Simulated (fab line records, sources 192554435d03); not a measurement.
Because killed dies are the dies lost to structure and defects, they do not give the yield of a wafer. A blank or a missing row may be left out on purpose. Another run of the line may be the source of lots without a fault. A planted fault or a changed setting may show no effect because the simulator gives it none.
Comparing a struck lot with a sound one :: flow n5Finfet :: 37 steps out of a route of 1938
Sound: wafers L611.1, L611.3, L611.6. Wafers struck: L601.3, L601.4. The cause is named last.
Order at every step that has rows: each side's tool, ch and its chambers, its first start. Under that, the readings that differ: sound wafers :: struck wafers :: difference of the means :: sigmas: that difference in standard deviations of wafers without a fault.
alike: readings with means less than 2 such deviations apart, plus words and numbers identical on both sides. not compared: withheld readings, readings lacking a value on some wafer, bounds such as >300 that could conceal the same value, and numbers that have no deviation in the record and whose values overlap.
Wherever a step has rows on one side only, a row that says differs or no value, or a row with sigmas, the two part there. Numbers that don't overlap but have no deviation are shown without sigmas and don't part them. A reading that every wafer of one side lacks parts them only if that side has two wafers or more.

first, 9 steps without rows for these wafers: N5_BEOL_M12_PRE_CLEAN_42 (time 30 s); N5_BEOL_M12_SPUTTER_43 (material TaN, target thk 15 nm, time 24.19 s); N5_BEOL_M12_SPUTTER_44 (material Ta, target thk 10 nm, time 16.13 s); N5_BEOL_M12_SPUTTER_45 (material Cu, target thk 80 nm, time 13.33 s); N5_BEOL_M12_ECD_47 (material Cu, target thk 720 nm); N5_BEOL_M12_ANNEAL_48 (time 90 s); N5_BEOL_M12_CMP_49 (polishes, stops on SiOC, t overpolish 20.6 s, target thk 320 nm); N5_BEOL_M12_PRE_CLEAN_52 (time 15 s); N5_BEOL_M12_DEP_53 (deposits SiCN from 3MS/NH3, target thk 30 nm, time 10.5 s).
N5_BEOL_M13_ILD_DEP_00: deposits SiOC from DEMS/O2, target thk 837.92 nm, time 166.4 s.
  sound on pecvd-04 ch 0,2, day 16 19:49; struck on pecvd-02 ch 1, day 14 08:31
reading: runLengthS (s)
sound: 211.2 211.5 210.9
struck: 287.0 286.8
difference: +75.7
sigmas: +99 or more

reading: model.SiOC_of_BEOL_M13_ILD_DEP_00.thkNm (nm)
sound: 847.8 842.4 856
struck: 1203 1225
difference: +365
sigmas: 
  alike: heaterPowerW, showerheadPlenumPTorr, susceptorTempC, throttleValvePct
N5_BEOL_M13_THK_MEAS_01:
  struck on filmMetro-01, day 14 08:40; sound on filmMetro-02, day 16 19:58
reading: M13_ILD_THK (nm)
sound: 848 843 856
struck: 1203 1224
difference: +364
sigmas: +38
then, 10 steps without rows for these wafers: N5_BEOL_M13_COAT_58 (time 60 s, resist thk 89 nm); N5_BEOL_M13_COAT_04 (resist thk 400 nm); N5_BEOL_M13_EBR_06; N5_BEOL_M13_SOFTBAKE_05 (time 60 s); N5_BEOL_M13_EXPOSE_07 (exposes mask V12); N5_BEOL_M13_PEB_08 (peb time 90 s); N5_BEOL_M13_DEVELOP_09 (develop time 45 s); N5_BEOL_M13_HARDBAKE_14 (time 120 s); N5_BEOL_M13_DESCUM_15 (chemistry O2, time 7.9 s); N5_BEOL_M13_ETCH_59 (etches BARC in N2/H2, target depth 89 nm, overetch 26.7 nm, time 67.9 s).
N5_BEOL_M13_VIA_ETCH_16: etches SiOC in C4F8/O2/Ar, target depth 921.7 nm.
  sound on rieDiel-06 ch 0,1,2, day 16 20:34; struck on rieDiel-06 ch 0,3, day 14 09:16
reading: model.etch.depthNm (nm)
sound: 847.7 842.4 856
struck: 1203 1225
difference: +365
sigmas: 

reading: model.coat_of_BEOL_M13_COAT_04.thkNm (nm)
sound: 68 69.6 66.8
struck: 0 0
difference: -68
sigmas: 

reading: model.BARC_of_BEOL_M13_COAT_58.thkNm (nm)
sound: 88.8 88.8 89
struck: 51.6 42.2
difference: -42.0
sigmas: 
  alike: C4F8_flow_sccm, drypumpMotorCurrentA, oesProductAu, rfVppV, showerheadPlenumPTorr, throttleValvePct
N5_BEOL_M13_STRIP_63: strips in N2/H2.
  sound on plasmaAsher-02 ch 0,1, day 16 20:48; struck on plasmaAsher-02 ch 0,1, day 14 09:42
reading: oesProductAu (a.u.)
sound: 0.676 0.666 0.675
struck: 0.237 0.231
difference: -0.438
sigmas: -93

reading: stripTimeToEndpointS (s)
sound: 27.1 27.6 26.7
struck: 0.0 0.0
difference: -27.1
sigmas: -28
  alike: drypumpMotorCurrentA, heaterPowerW
  not compared: rfHoursCounterH
N5_BEOL_M13_STRIP_64: strips in N2/H2.
  sound on plasmaAsher-02 ch 0,1, day 16 20:52; struck on plasmaAsher-02 ch 0,1, day 14 09:46
reading: oesProductAu (a.u.)
sound: 0.712 0.705 0.715
struck: 0.668 0.645
difference: -0.054
sigmas: -11

reading: stripTimeToEndpointS (s)
sound: 31.25 31.28 31.30
struck: 22.13 19.11
difference: -10.66
sigmas: -99 or more
  alike: drypumpMotorCurrentA, heaterPowerW
  not compared: rfHoursCounterH
then, 11 steps without rows for these wafers: N5_BEOL_M13_STRIP_71 (strips in post etch residue remover, time 60 s); N5_BEOL_M13_SRD_72 (time 30 s, dry time 30 s); N5_BEOL_M13_COAT_65 (time 60 s, resist thk 350 nm); N5_BEOL_M13_COAT_66 (time 60 s, resist thk 110 nm); N5_BEOL_M13_COAT_22 (resist thk 300 nm); N5_BEOL_M13_EBR_24; N5_BEOL_M13_SOFTBAKE_23 (time 60 s); N5_BEOL_M13_EXPOSE_25 (exposes mask M13, target cd 210 nm); N5_BEOL_M13_PEB_26 (peb time 90 s); N5_BEOL_M13_DEVELOP_27 (develop time 45 s); N5_BEOL_M13_HARDBAKE_32 (time 120 s).
N5_BEOL_M13_CMP_49: polishes, stops on SiOC, t overpolish 17.1 s, target thk 420 nm.
  sound on cmp-03 ch 1,2,3, day 17 00:13; struck on cmp-01 ch 0,1, day 14 13:49
reading: model.SiOC_of_BEOL_M13_ILD_DEP_00.thkNm (nm)
sound: 788.4 784.2 797.8
struck: 1145 1164
difference: +364
sigmas: 
  alike: motorCurrentA
next, for these wafers, 1 step has no rows: N5_PASSIVATION_PROBE_49.

== WHERE THEY PART ==
Earliest at N5_BEOL_M13_ILD_DEP_00; latest, in this record, at N5_BEOL_M13_STRIP_64. Later steps at which nothing parts them and some readings are alike: N5_BEOL_M13_CMP_49.

WHY: what had been put in by the simulator
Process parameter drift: pecvd-02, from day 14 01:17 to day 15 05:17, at N5_BEOL_M13_ILD_DEP_00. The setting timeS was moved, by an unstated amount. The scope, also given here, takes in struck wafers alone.
